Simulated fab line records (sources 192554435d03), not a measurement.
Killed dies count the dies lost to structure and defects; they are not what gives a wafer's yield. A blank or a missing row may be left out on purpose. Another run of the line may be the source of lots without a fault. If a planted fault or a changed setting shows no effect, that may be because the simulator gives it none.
Which of the tools did it? || flow n5_finfet || Sampling: 10 lots, 28 wafers, 3 of 1938 route steps

WHAT THE GAUGES SHOWED, per wafer
N5_BEOL_M11_CD_MEAS_28 targets a cd of 70 nm.
{"lot": "L990", "measured": "day 10 15:42", "on": "cd_sem-01", "cd_nm (nm)": "68.3 68.8 67.2"}
{"lot": "L997", "measured": "day 12 06:24", "on": "cd_sem-02", "cd_nm (nm)": "68.7 68.1 68.7"}
{"lot": "L996", "measured": "day 12 23:11", "on": "cd_sem-03", "cd_nm (nm)": "69.9 70.7"}
{"lot": "L999", "measured": "day 13 02:09", "on": "cd_sem-02", "cd_nm (nm)": "70.6 70.5 70.6"}
{"lot": "L102", "measured": "day 13 10:54", "on": "cd_sem-01", "cd_nm (nm)": "68.4 69.1 68.3"}
{"lot": "L106", "measured": "day 14 07:34", "on": "cd_sem-01", "cd_nm (nm)": "100.3 98.6 97.7"}
{"lot": "L108", "measured": "day 14 17:34", "on": "cd_sem-02", "cd_nm (nm)": "91.6 93.8 91.9"}
{"lot": "L109", "measured": "day 15 04:33", "on": "cd_sem-01", "cd_nm (nm)": "69.2 69.6 68.6"}
{"lot": "L112", "measured": "day 16 04:33", "on": "cd_sem-02", "cd_nm (nm)": "69.1 70.3 69.9"}
{"lot": "L113", "measured": "day 17 01:33", "on": "cd_sem-03", "cd_nm (nm)": "69.3 71.4"}

WHICH TOOL RAN EACH LOT (tool, then ch and the chambers of the sampled wafers, then the start)
{"lot": "L990", "N5_BEOL_M11_DESCUM_16": "rie_diel-06 ch 1,2,3, day 10 14:19", "N5_BEOL_M11_EXPOSE_25": "arfi_scanner-02 ch 0, day 10 15:35"}
{"lot": "L997", "N5_BEOL_M11_DESCUM_16": "rie_diel-06 ch 2,3, day 12 05:00", "N5_BEOL_M11_EXPOSE_25": "arfi_scanner-03 ch 0, day 12 06:17"}
{"lot": "L996", "N5_BEOL_M11_DESCUM_16": "rie_diel-06 ch 2,3, day 12 21:50", "N5_BEOL_M11_EXPOSE_25": "arfi_scanner-03 ch 0, day 12 23:04"}
{"lot": "L999", "N5_BEOL_M11_DESCUM_16": "rie_diel-05 ch 0,1,2, day 13 01:13", "N5_BEOL_M11_EXPOSE_25": "arfi_scanner-02 ch 0, day 13 02:01"}
{"lot": "L102", "N5_BEOL_M11_DESCUM_16": "rie_diel-01 ch 0,2,3, day 13 08:40", "N5_BEOL_M11_EXPOSE_25": "arfi_scanner-02 ch 0, day 13 10:46"}
{"lot": "L106", "N5_BEOL_M11_DESCUM_16": "rie_diel-05 ch 0,1,2, day 14 06:50", "N5_BEOL_M11_EXPOSE_25": "arfi_scanner-02 ch 0, day 14 07:26"}
{"lot": "L108", "N5_BEOL_M11_DESCUM_16": "rie_diel-05 ch 0,3, day 14 16:48", "N5_BEOL_M11_EXPOSE_25": "arfi_scanner-02 ch 0, day 14 17:28"}
{"lot": "L109", "N5_BEOL_M11_DESCUM_16": "rie_diel-05 ch 1,2, day 15 02:35", "N5_BEOL_M11_EXPOSE_25": "arfi_scanner-01 ch 0, day 15 04:25"}
{"lot": "L112", "N5_BEOL_M11_DESCUM_16": "rie_diel-05 ch 0,1, day 16 02:03", "N5_BEOL_M11_EXPOSE_25": "arfi_scanner-01 ch 0, day 16 04:25"}
{"lot": "L113", "N5_BEOL_M11_DESCUM_16": "rie_diel-05 ch 1,2, day 17 00:41", "N5_BEOL_M11_EXPOSE_25": "arfi_scanner-03 ch 0, day 17 01:25"}
- N5_BEOL_M11_DESCUM_16: chemistry O2, time 7.9 s.
- N5_BEOL_M11_EXPOSE_25: exposes mask V10.

THE ANSWER, worked out from the rows above alone
Rule: the usual values come from the lots themselves. Put in order of their means at a reading, lots are off if they are a third of the lots or fewer, leave a main group of 4 or more, and stand apart from it by a gap of 3 or more times the standard deviation of the main group's means; of several such gaps the widest counts. A main group is skipped when, at the precision printed for the reading in the tables above, its means are all equal. Also off: a lot with no number at a reading for which 4 or more lots have one. Where the step has rows for the other lots, those lots are counted as sound.
Off, at N5_BEOL_M11_CD_MEAS_28 on cd_nm: L106, L108. The main group: mean 69.4 nm, standard deviation 0.9.
If a tool, at a process step before that reading, ran all the lots that are off and no sound lot after the first of them, it fits. The gauges at N5_BEOL_M11_CD_MEAS_28 are tried like those tools. One fits: N5_BEOL_M11_EXPOSE_25 on arfi_scanner-02. A fault onset in the window from L102 (day 13 10:46, its last sound lot) to L106 (day 14 07:26, its first lot off) fits.

WHAT HAD BEEN PUT IN BY THE SIMULATOR
Process parameters drifting: arfi_scanner-02 at N5_BEOL_M11_EXPOSE_25, beginning at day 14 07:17. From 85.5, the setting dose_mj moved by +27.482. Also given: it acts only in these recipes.
Struck lots among those shown: L106, L108. Same finding as the rule above.
